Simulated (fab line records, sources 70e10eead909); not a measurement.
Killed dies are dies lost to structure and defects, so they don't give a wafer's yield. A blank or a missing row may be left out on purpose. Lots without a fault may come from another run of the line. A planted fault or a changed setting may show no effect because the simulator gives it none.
fab line records | flow nand_harc
record lots=7 wafers=21 last_day=24
route steps=1159 shown A_BLC@966 END@1159
lots that met no fault: from a run of the same line without faults
start_h: hours from the record's first day to the start of the lot's first wafer shown | wait_h: hours since the lot's step before | " the same as in the row above | L1.1+2: a row that stands for several wafers | - no value, or no start given | * or withheld: withheld | < > ~ a bound
route shown NAME@n: a module of which the file shows steps, and the number in the route of the first | usual: mean/standard deviation of fault-free wafers | same: alike in all rows | chamber/n: place in a boat | sites: the reading at each site | _std_site: their standard deviation | _edge_site: outer sites' mean less inner sites' | radius_mm: how far each site lies from the wafer's centre | mask NAME#n: copy n | behind: the tool/chamber that last shaped the wafer | hold: why the lot was held/for how many hours/how that ended | device: the transistor (n, p or np) that didn't switch | end of line: the same wafers' tests at the end of the route | a step without rows: its recipe alone | killed: dies lost to structure and defects at the first sort, not the wafer's yield | map: a wafer's dies, x killed, . not, _ none there
set.NAME: the setting as run; set.NAME@STEP: as run at that earlier step | model.NAME: the simulator's own value behind a step, which no gauge read
lots at some steps of the route; a table a step, a row a wafer
services: from which hour (start_h, from the record's first day; less than 0 if before it) a tool's chamber was out of use, for how many hours, and why
## steps
# step NHARC_A_BLC_COAT_02
# recipe temp_c=260 time_s=75
# step NHARC_A_BLC_COAT_03
# recipe temp_c=225 time_s=65
# step NHARC_A_BLC_COAT_04
# recipe spin_rpm=1500 resist_thk_nm=90
# step NHARC_A_BLC_SOFTBAKE_05
# recipe temp_c=105 time_s=55
# step NHARC_A_BLC_EBR_06
# step NHARC_A_BLC_EXPOSE_07
# recipe na=1.35 target_cd_nm=100 dose_mj=67.97 mask_id=A_BLC
# step NHARC_A_BLC_PEB_08
# recipe peb_temp_c=100 peb_time_s=65
# step NHARC_A_BLC_DEVELOP_09
# recipe develop_time_s=35 dev_temp_c=23
# step NHARC_A_BLC_CD_MEAS_10
# recipe target_cd_nm=100 landing_energy_ev=500
# usual cd_nm=99.8/0.69
# columns lot.wafer tool chamber start_h wait_h cd_nm
L365.1 cd_sem-03 0 447.21 - 100.1
L365.4 " 0 " " 100.3
L365.5 " 0 " " 100.3
L366.3 cd_sem-02 0 448.98 - 99.7
L366.4 " 0 " " 98.8
L366.6 " 0 " " 100.3
L368.2 cd_sem-02 0 470.01 - 99.0
L368.5 " 0 " " 99.9
L368.6 " 0 " " 97.7
L370.4 cd_sem-01 0 474.47 - 100.5
L370.5 " 0 " " 100.0
L370.6 " 0 " " 100.7
L371.1 cd_sem-01 0 482.58 - 100.2
L371.4 " 0 " " 100.8
L371.5 " 0 " " 99.9
L374.1 cd_sem-03 0 502.23 - 99.9
L374.2 " 0 " " 98.5
L374.5 " 0 " " 100.4
L380.2 cd_sem-02 0 531.66 - 99.2
L380.3 " 0 " " 100.7
L380.5 " 0 " " 99.7
# step NHARC_A_BLC_OVL_MEAS_11
# usual overlay_x_nm=-0.1/0.99 overlay_y_nm=-0.3/0.9
# columns lot.wafer tool chamber start_h wait_h overlay_x_nm overlay_y_nm
L365.1 overlay-02 - 447.30 - 0.3 0.0
L365.4 " - " " 0.7 -0.4
L365.5 " - " " 0.2 0.0
L366.3 overlay-01 - 449.07 - -0.4 0.2
L366.4 " - " " -0.3 0.3
L366.6 " - " " 0.0 0.3
L368.2 overlay-01 - 470.09 - 0.8 -0.5
L368.5 " - " " 0.6 -0.5
L368.6 " - " " 0.6 -0.6
L370.4 overlay-01 - 474.55 - -1.0 -2.2
L370.5 " - " " -1.2 -2.3
L370.6 " - " " -0.3 -2.6
L371.1 overlay-01 - 482.67 - 1.7 -2.0
L371.4 " - " " 1.2 -1.9
L371.5 " - " " 0.9 -2.0
L374.1 overlay-01 - 502.33 - -0.9 1.1
L374.2 " - " " -1.2 0.0
L374.5 " - " " -0.7 0.7
L380.2 overlay-01 - 531.75 - 0.3 0.9
L380.3 " - " " 0.8 0.7
L380.5 " - " " 0.4 0.4
# step NHARC_A_BLC_INSPECT_12
# usual raw_defect_count=32/15
# columns lot.wafer tool chamber start_h wait_h raw_defect_count
L365.1 defect_inspect-01 - 447.33 0.0 36
L365.4 " - " " 52
L365.5 " - " " 59
L366.3 defect_inspect-01 - 449.11 0.0 18
L366.4 " - " " 9
L366.6 " - " " 11
L368.2 defect_inspect-01 - 470.13 0.0 39
L368.5 " - " " 36
L368.6 " - " " 43
L370.4 defect_inspect-01 - 474.59 0.0 39
L370.5 " - " " 37
L370.6 " - " " 42
L371.1 defect_inspect-01 - 482.70 0.0 32
L371.4 " - " " 20
L371.5 " - " " 39
L374.1 defect_inspect-01 - 502.37 0.0 11
L374.2 " - " " 11
L374.5 " - " " 14
L380.2 defect_inspect-01 - 531.79 0.0 30
L380.3 " - " " 39
L380.5 " - " " 31
# step NHARC_A_BLC_DESCUM_15
# recipe time_s=3 o2_flow_sccm=200 ar_flow_sccm=0 bias_power_w=0 chemistry=O2
# usual drypump_motor_current_A=5.61/0.23 oes_product_au=0.999/0.0088 rf_vpp_V=57.6/0.81 showerhead_plenum_p_Torr=1.88/0.09 throttle_valve_pct=11.312/0.0085
# columns lot.wafer tool chamber start_h wait_h drypump_motor_current_A oes_product_au rf_hours_counter_h rf_vpp_V showerhead_plenum_p_Torr throttle_valve_pct
L365.1 rie_diel-09 0 447.41 0.1 5.36 0.999 1 57.6 1.94 11.309
L365.4 " 1 " " 5.72 1.000 0 58.5 2.05 11.318
L365.5 " 3 " " 5.53 1.007 - 58.5 1.82 11.304
L366.3 rie_diel-09 3 449.17 0.1 5.53 1.018 1 58.5 1.82 11.300
L366.4 " 0 " " 5.36 0.981 1 57.6 1.94 11.319
L366.6 " 2 " " 5.85 0.989 - 56.8 1.79 11.325
L368.2 rie_diel-09 1 470.20 0.1 5.73 1.001 3 58.0 2.04 11.313
L368.5 " 0 " " 5.36 1.003 - 56.7 1.94 11.315
L368.6 " 2 " " 5.80 0.983 - 57.0 1.79 11.290
L370.4 rie_diel-09 3 474.67 0.1 5.53 1.015 3 56.0 1.82 11.326
L370.6 " 1 " " 5.68 0.997 - 56.9 2.04 11.323
L370.5 " 2 " " 5.83 0.991 - 56.6 1.79 11.309
L371.4 rie_diel-09 3 482.77 0.1 5.49 1.006 4 58.6 1.82 11.304
L371.1 " 1 " " 5.70 1.016 4 58.7 2.04 11.295
L371.5 " 3 " " 5.52 1.005 - 57.7 1.82 11.320
L374.1 rie_diel-09 2 502.44 0.1 5.78 0.990 7 56.7 1.79 11.330
L374.2 " 3 " " 5.53 1.002 6 58.3 1.81 11.307
L374.5 " 2 " " 5.81 0.983 - 56.9 1.79 11.312
L380.3 rie_diel-09 2 531.85 0.1 5.82 0.992 9 57.5 1.79 11.306
L380.2 " 1 " " 5.74 1.007 10 57.7 2.04 11.321
L380.5 " 2 " " 5.84 0.992 - 58.3 1.79 11.310
# step NHARC_A_BLC_ETCH_16
# recipe target_depth_a=390 over_etch_frac=0.3 time_s=65 ion_energy_ev=80 cf4_flow_sccm=150 ar_flow_sccm=0 rf_w=300 bias_w=100 chemistry=CF4
# usual bias_w=100.0/0.31 cf4_flow_sccm=150.0/0.45 drypump_motor_current_A=5.59/0.23 oes_product_au=0.999/0.0096 rf_vpp_V=151.0/1.3 showerhead_plenum_p_Torr=1.75/0.077 throttle_valve_pct=13.285/0.0099
# columns lot.wafer tool chamber start_h wait_h bias_w cf4_flow_sccm drypump_motor_current_A oes_product_au rf_hours_counter_h rf_vpp_V showerhead_plenum_p_Torr throttle_valve_pct
L365.1 rie_diel-09 1 447.48 0.1 - - - - - - - -
L365.4 " 2 " " - - - - - - - -
L365.5 " 1 " " - - - - - - - -
L366.4 rie_diel-09 2 449.25 0.1 - - - - - - - -
L366.3 " 0 " " - - - - - - - -
L366.6 " 3 " " - - - - - - - -
L368.2 rie_diel-09 3 470.31 0.1 - - - - - - - -
L368.5 " 0 " " - - - - - - - -
L368.6 " 1 " " - - - - - - - -
L370.4 rie_diel-09 0 474.74 0.1 99.9 150.7 5.37 0.999 4 151.6 1.79 13.279
L370.5 " 3 " " 99.6 149.5 5.53 1.002 - 150.4 1.68 13.274
L370.6 " 0 " " 99.9 150.0 5.37 0.998 - 151.3 1.79 13.299
L371.4 rie_diel-09 0 482.85 0.1 100.0 150.0 5.37 1.002 4 152.4 1.79 13.280
L371.1 " 3 " " 100.1 149.6 5.52 1.004 4 150.2 1.68 13.308
L371.5 " 1 " " 100.2 151.1 5.70 1.008 - 152.0 1.88 13.297
L374.1 rie_diel-09 2 502.53 0.1 99.8 150.7 5.81 0.993 7 149.4 1.66 13.272
L374.2 " 3 " " 99.7 149.2 5.55 0.998 6 152.0 1.68 13.294
L374.5 " 0 " " 99.6 150.1 5.36 0.995 - 152.3 1.79 13.292
L380.2 rie_diel-09 2 531.93 0.1 99.7 149.9 5.83 1.011 9 150.9 1.66 13.278
L380.3 " 3 " " 100.2 149.7 5.53 1.003 9 151.4 1.68 13.278
L380.5 " 2 " " 99.9 150.2 5.83 0.990 - 150.2 1.66 13.282
# step NHARC_A_BLC_ETCH_17
# recipe target_depth_a=3900 over_etch_frac=0.25 time_s=609.38 ion_energy_ev=200 n2_flow_sccm=150 h2_flow_sccm=150 ar_flow_sccm=0 rf_w=400 bias_w=150 chemistry=N2/H2
# usual bias_w=150.0/0.42 chamber_pressure_mTorr=30.000/0.028 drypump_motor_current_A=5.59/0.23 oes_product_au=0.999/0.0088 rf_vpp_V=429.7/2.8 showerhead_plenum_p_Torr=2.01/0.097 throttle_valve_pct=14.171/0.0088
# columns lot.wafer tool chamber start_h wait_h bias_w chamber_pressure_mTorr drypump_motor_current_A oes_product_au rf_hours_counter_h rf_vpp_V showerhead_plenum_p_Torr throttle_valve_pct
L365.1 rie_diel-09 0 447.57 0.1 149.9 30.037 5.38 1.005 1 431.6 2.07 14.175
L365.4 " 3 " " 149.5 29.953 5.52 1.012 1 429.3 1.93 14.159
L365.5 " 0 " " 150.6 30.008 5.38 0.999 - 430.4 2.07 14.170
L366.4 rie_diel-09 3 449.38 0.1 150.2 29.986 5.57 1.006 1 428.5 1.93 14.163
L366.3 " 0 " " 149.5 30.028 5.38 0.998 1 430.9 2.07 14.181
L366.6 " 2 " " 150.5 30.035 5.79 0.987 - 426.3 1.90 14.178
L368.2 rie_diel-09 3 470.38 0.1 149.9 30.009 5.54 0.998 2 427.7 1.93 14.168
L368.6 " 3 " " 149.4 30.020 5.56 1.008 - 428.4 1.93 14.159
L368.5 " 0 " " 149.8 30.020 5.36 0.998 - 432.5 2.07 14.170
L370.4 rie_diel-09 3 - - 150.3 30.040 5.53 1.007 3 427.0 1.93 14.184
L370.5 " 3 " " 150.4 29.956 5.53 1.021 - 425.7 1.93 14.161
L370.6 " 0 " " 149.1 29.992 5.40 1.001 - 430.4 2.07 14.173
L371.1 rie_diel-09 1 - - 149.8 30.033 5.74 1.003 4 434.3 2.18 14.163
L371.4 " 3 " " 149.9 30.014 5.57 0.996 4 428.1 1.93 14.179
L371.5 " 0 " " 149.7 30.005 5.37 0.992 - 431.9 2.07 14.162
L374.2 rie_diel-09 0 - - 150.0 30.040 5.34 0.994 7 430.8 2.06 14.178
L374.1 " 2 " " 149.5 29.990 5.78 0.986 7 427.9 1.90 14.158
L374.5 " 0 " " 150.3 30.010 5.35 0.985 - 432.1 2.06 14.166
L380.3 rie_diel-09 3 - - 150.2 29.985 5.56 1.006 9 427.2 1.93 14.152
L380.2 " 1 " " 149.5 30.041 5.72 1.003 10 435.1 2.18 14.189
L380.5 " 0 " " 150.6 30.015 5.35 0.996 - 430.6 2.06 14.163
# step NHARC_END_SORT_01
# recipe temp_c=25
# usual killed_at_array=28/11 killed_at_other=0.6/0.85 killed_at_periphery=2.8/2.3 killed_dies=31/11 killed_open=3.1/1.6 killed_short=2.0/1.4
# same gross_dies=677
# columns lot.wafer tool chamber start_h wait_h killed_at_array killed_at_other killed_at_periphery killed_dies killed_open killed_short
L365.1 prober-01 0 490.38 2.4 677 0 0 677 4 4
L365.4 prober-01 0 492.73 3.3 676 1 0 677 2 1
L365.5 prober-01 0 493.52 3.6 675 1 1 677 5 3
L366.3 prober-02 0 492.04 3.1 674 0 3 677 4 2
L366.4 prober-02 0 492.82 3.4 674 0 3 677 2 2
L366.6 prober-02 0 494.40 3.9 673 2 2 677 3 1
L368.2 prober-02 0 516.34 2.8 677 0 0 677 1 0
L368.5 prober-02 0 518.71 3.7 674 0 3 677 3 0
L368.6 prober-02 0 519.50 3.9 675 0 2 677 2 1
L370.5 prober-02 0 526.52 3.7 34 0 3 37 4 2
L371.1 prober-01 0 531.79 2.5 30 0 0 30 2 2
L371.4 prober-01 0 534.18 3.4 18 0 3 21 5 3
L371.5 prober-01 0 534.98 3.7 33 0 0 33 1 0
# killed by level:class
L365.1 A_BLC:area_etch=640 A_CHANNEL_HOLE_D1:chamber_film_flake=12 A_SLIT:chamber_film_flake=9 A_STAIRCASE:chamber_film_flake=5 A_CHANNEL_HOLE_D1:geometric_particle:short=2 A_CONTACT:geometric_particle:open=2 A_CONTACT:chamber_film_flake=2 A_CHANNEL_FILL_D1:geometric_particle:short=1
L366.3 A_BLC:area_etch=655 A_CHANNEL_HOLE_D1:chamber_film_flake=5 A_CONTACT:chamber_film_flake=4 A_ZERO_WELL:chamber_film_flake=3 A_STAIRCASE:chamber_film_flake=3 A_WL_FILL:geometric_particle:open=2 P_GATE:geometric_particle:short=1 P_M0:geometric_particle:short=1
L365.4 A_BLC:area_etch=635 A_CHANNEL_HOLE_D1:chamber_film_flake=15 A_SLIT:chamber_film_flake=13 A_STAIRCASE:chamber_film_flake=10 A_CHANNEL_FILL_D1:geometric_particle:short=1 A_WL_FILL:geometric_particle:open=1 STARTING-WAFER:geometric_particle:open=1 A_CONTACT:chamber_film_flake=1
L366.4 A_BLC:area_etch=664 A_CHANNEL_HOLE_D1:chamber_film_flake=3 A_STAIRCASE:chamber_film_flake=3 A_BLC:chamber_film_flake=2 P_M1:geometric_particle:short=1 P_M2:geometric_particle:short=1 A_ONON_D1:geometric_particle:open=1 A_M0:geometric_particle:open=1
L365.5 A_BLC:area_etch=628 A_CHANNEL_HOLE_D1:chamber_film_flake=13 A_STAIRCASE:chamber_film_flake=13 A_SLIT:chamber_film_flake=12 A_CHANNEL_FILL_D1:geometric_particle:short=2 A_ONON_D1:geometric_particle:open=1 A_CHANNEL_HOLE_D1:geometric_particle:open=1 A_CHANNEL_FILL_D1:geometric_particle:open=1
L366.6 A_BLC:area_etch=661 A_CHANNEL_HOLE_D1:chamber_film_flake=3 A_STAIRCASE:chamber_film_flake=3 P_M1:geometric_particle:open=1 A_CHANNEL_HOLE_D1:geometric_particle:open=1 A_CHANNEL_HOLE_D1:geometric_particle:short=1 A_SGD_CUT:geometric_particle:open=1 P_GATE:chamber_film_flake=1
L368.2 A_BLC:area_etch=647 A_SLIT:chamber_film_flake=16 A_CHANNEL_HOLE_D1:chamber_film_flake=5 A_STAIRCASE:chamber_film_flake=4 A_CONTACT:chamber_film_flake=2 A_M0:geometric_particle:open=1 A_WL_FILL:chamber_film_flake=1 A_M1:chamber_film_flake=1
L368.5 A_BLC:area_etch=640 A_SLIT:chamber_film_flake=15 A_STAIRCASE:chamber_film_flake=7 A_CHANNEL_HOLE_D1:chamber_film_flake=6 A_CONTACT:chamber_film_flake=3 A_M0:geometric_particle:open=2 P_GATE:chamber_film_flake=2 A_SLIT:geometric_particle:open=1
L368.6 A_BLC:area_etch=644 A_SLIT:chamber_film_flake=12 A_CHANNEL_HOLE_D1:chamber_film_flake=5 A_STAIRCASE:chamber_film_flake=5 A_CONTACT:chamber_film_flake=4 A_WL_FILL:chamber_film_flake=2 A_M1:chamber_film_flake=2 P_M0:geometric_particle:short=1
L370.5 A_CHANNEL_HOLE_D1:chamber_film_flake=13 A_SLIT:chamber_film_flake=13 A_CONTACT:chamber_film_flake=2 P_M1:geometric_particle:short=1 P_M2:geometric_particle:open=1 A_ONON_D1:geometric_particle:short=1 A_SGD_CUT:geometric_particle:open=1 A_WL_FILL:geometric_particle:open=1
L371.1 A_CHANNEL_HOLE_D1:chamber_film_flake=18 A_STAIRCASE:chamber_film_flake=5 A_CONTACT:chamber_film_flake=2 A_SOURCE_PLATE:geometric_particle:open=1 A_SOURCE_PLATE:geometric_particle:short=1 A_M0:geometric_particle:open=1 A_M1:geometric_particle:short=1 A_ZERO_WELL:chamber_film_flake=1
L371.4 A_CHANNEL_HOLE_D1:chamber_film_flake=9 A_CONTACT:geometric_particle:open=3 A_STAIRCASE:chamber_film_flake=2 A_CONTACT:chamber_film_flake=2 P_GATE:geometric_particle:open=1 P_GATE:geometric_particle:short=1 P_M0:geometric_particle:short=1 A_ONON_D1:geometric_particle:short=1
L371.5 A_CHANNEL_HOLE_D1:chamber_film_flake=17 A_STAIRCASE:chamber_film_flake=11 A_CONTACT:chamber_film_flake=4 A_CONTACT:geometric_particle:open=1
# map L365.1 (x killed, . not)
____________x____________
_________xxxxxxx_________
_______xxxxxxxxxxx_______
______xxxxxxxxxxxxx______
_____xxxxxxxxxxxxxxx_____
____xxxxxxxxxxxxxxxxx____
____xxxxxxxxxxxxxxxxx____
___xxxxxxxxxxxxxxxxxxx___
___xxxxxxxxxxxxxxxxxxx___
__xxxxxxxxxxxxxxxxxxxxx__
__xxxxxxxxxxxxxxxxxxxxx__
_xxxxxxxxxxxxxxxxxxxxxxx_
_xxxxxxxxxxxxxxxxxxxxxxx_
_xxxxxxxxxxxxxxxxxxxxxxx_
_xxxxxxxxxxxxxxxxxxxxxxx_
_xxxxxxxxxxxxxxxxxxxxxxx_
xxxxxxxxxxxxxxxxxxxxxxxxx
xxxxxxxxxxxxxxxxxxxxxxxxx
xxxxxxxxxxxxxxxxxxxxxxxxx
xxxxxxxxxxxxxxxxxxxxxxxxx
xxxxxxxxxxxxxxxxxxxxxxxxx
_xxxxxxxxxxxxxxxxxxxxxxx_
_xxxxxxxxxxxxxxxxxxxxxxx_
_xxxxxxxxxxxxxxxxxxxxxxx_
_xxxxxxxxxxxxxxxxxxxxxxx_
_xxxxxxxxxxxxxxxxxxxxxxx_
__xxxxxxxxxxxxxxxxxxxxx__
__xxxxxxxxxxxxxxxxxxxxx__
___xxxxxxxxxxxxxxxxxxx___
___xxxxxxxxxxxxxxxxxxx___
____xxxxxxxxxxxxxxxxx____
____xxxxxxxxxxxxxxxxx____
_____xxxxxxxxxxxxxxx_____
______xxxxxxxxxxxxx______
_______xxxxxxxxxxx_______
_________xxxxxxx_________
____________x____________
# map L366.3 (x killed, . not)
____________x____________
_________xxxxxxx_________
_______xxxxxxxxxxx_______
______xxxxxxxxxxxxx______
_____xxxxxxxxxxxxxxx_____
____xxxxxxxxxxxxxxxxx____
____xxxxxxxxxxxxxxxxx____
___xxxxxxxxxxxxxxxxxxx___
___xxxxxxxxxxxxxxxxxxx___
__xxxxxxxxxxxxxxxxxxxxx__
__xxxxxxxxxxxxxxxxxxxxx__
_xxxxxxxxxxxxxxxxxxxxxxx_
_xxxxxxxxxxxxxxxxxxxxxxx_
_xxxxxxxxxxxxxxxxxxxxxxx_
_xxxxxxxxxxxxxxxxxxxxxxx_
_xxxxxxxxxxxxxxxxxxxxxxx_
xxxxxxxxxxxxxxxxxxxxxxxxx
xxxxxxxxxxxxxxxxxxxxxxxxx
xxxxxxxxxxxxxxxxxxxxxxxxx
xxxxxxxxxxxxxxxxxxxxxxxxx
xxxxxxxxxxxxxxxxxxxxxxxxx
_xxxxxxxxxxxxxxxxxxxxxxx_
_xxxxxxxxxxxxxxxxxxxxxxx_
_xxxxxxxxxxxxxxxxxxxxxxx_
_xxxxxxxxxxxxxxxxxxxxxxx_
_xxxxxxxxxxxxxxxxxxxxxxx_
__xxxxxxxxxxxxxxxxxxxxx__
__xxxxxxxxxxxxxxxxxxxxx__
___xxxxxxxxxxxxxxxxxxx___
___xxxxxxxxxxxxxxxxxxx___
____xxxxxxxxxxxxxxxxx____
____xxxxxxxxxxxxxxxxx____
_____xxxxxxxxxxxxxxx_____
______xxxxxxxxxxxxx______
_______xxxxxxxxxxx_______
_________xxxxxxx_________
____________x____________
## services
# columns tool chamber start_h hours kind
rie_diel-09 2 425.96 4.0 repair
rie_diel-09 - 431.13 9.0 pm
rie_diel-09 0 431.13 9.0 vent_cycle
rie_diel-09 1 431.13 9.0 vent_cycle
rie_diel-09 2 431.13 9.0 vent_cycle
rie_diel-09 3 431.13 9.0 vent_cycle
rie_diel-09 0 440.13 - clean
rie_diel-09 1 440.13 - clean
rie_diel-09 2 440.13 - clean
rie_diel-09 3 440.13 - clean
rie_diel-09 3 459.44 10.8 repair
rie_diel-09 0 464.68 - clean
rie_diel-09 1 464.68 - clean
rie_diel-09 2 464.68 - clean
rie_diel-09 0 489.18 - clean
rie_diel-09 1 489.18 - clean
rie_diel-09 2 489.18 - clean
rie_diel-09 3 489.18 - clean
rie_diel-09 0 513.74 - clean
rie_diel-09 1 513.74 - clean
rie_diel-09 2 513.74 - clean
rie_diel-09 3 513.74 - clean
rie_diel-09 - 520.36 0.8 repair
rie_diel-09 - 521.84 1.1 repair
## key
first_sign step=NHARC_A_BLC_ETCH_16 reading=tool_record direction=missing
effect step=NHARC_END_SORT_01 reading=killed_at_array direction=up sigmas=57 usual=28 struck=675
more_kills_born_at NHARC_A_BLC_ETCH_16@rie_diel-09=5815
met_at NHARC_A_BLC_ETCH_16
struck_wafers L365.1,L365.4,L365.5,L366.3,L366.4,L366.6,L368.2,L368.5,L368.6
later_rows_left_out L365.1,L365.4,L365.5,L366.3,L366.4,L366.6,L368.2,L368.5,L368.6
tester_left_out L365,L366,L368
fault kind=skipped_step_whole tool=rie_diel-09 chamber=- onset_h=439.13 steps=NHARC_A_BLC_ETCH_16 scope=struck_lots_only
# tester_left_out: of these lots the tester's yield and bins aren't shown, on N5 and GAA mostly nor the transistor test; their killed dies are dies lost to structure and defects alone, not to doping, threshold or leakage, so they don't give the yield
# later_rows_left_out: the simulator's readings of these wafers behind a module that went badly wrong aren't trusted and aren't shown, but for the sort
